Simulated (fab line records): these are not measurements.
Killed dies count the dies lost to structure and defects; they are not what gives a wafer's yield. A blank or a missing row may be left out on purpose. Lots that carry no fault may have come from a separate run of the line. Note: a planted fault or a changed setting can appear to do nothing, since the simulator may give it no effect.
Matching of chambers -- flow nandHarc -- NHARC_A_CHANNEL_FILL_D1_CMP_10 on cmp-03: 4 sister chambers
The step polishes, target thk 150 nm. 8 wafers are shown with their chamber, then 7 later ones without.

## WAFERS PAIRED WITH THEIR CHAMBERS
wafer,chamber,motorCurrentA (A),timeToEndpointS (s)
L081.4,0,11.6,15.8
L087.4,2,11.9,9.2
L087.6,0,12.2,12.7
L089.2,3,11.4,10.0
L089.3,1,11.1,10.5
L089.4,2,11.3,11.5
L090.4,3,11.7,13.5
L090.5,1,10.8,11.5

## WAFERS WITH NO CHAMBER GIVEN
wafer,motorCurrentA (A),timeToEndpointS (s)
L090.6,11.7,12.1
L093.1,11.7,12.2
L093.5,12.1,11.5
L093.6,11.8,14.9
L094.1,11.2,14.3
L094.3,12.2,14.7
L094.6,11.5,12.4

## THE CHAMBER EACH PASSED THROUGH
wafer,from the rows above,in truth
L090.6,can't be placed: 3 or 2 or 0 or 1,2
L093.1,can't be placed: 3 or 2 or 0 or 1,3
L093.5,can't be placed: 0 or 2 or 3 or 1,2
L093.6,can't be placed: 0 or 3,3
L094.1,can't be placed: 3 or 1 or 0 or 2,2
L094.3,can't be placed: 0 or 3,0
L094.6,can't be placed: 3 or 2 or 0 or 1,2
0 of 7 placed correctly. These rows do not allow placing 7 (true chamber among the candidates in 7). Wrongly placed: 0.
How it was worked out, from the rows above alone: a wafer's distance from a chamber is the root of the sum, over the readings, of the square of ((its reading less the chamber's mean) divided by the reading's scatter). The wafer belongs to the nearest chamber; if the next one is less than 2 further off, it can't be placed. The mean given for a chamber averages the wafers shown for that chamber. The scatter is the square root of a quotient: the sum, over the shown wafers, of each reading's squared deviation from its chamber's mean, divided by wafers minus chambers.
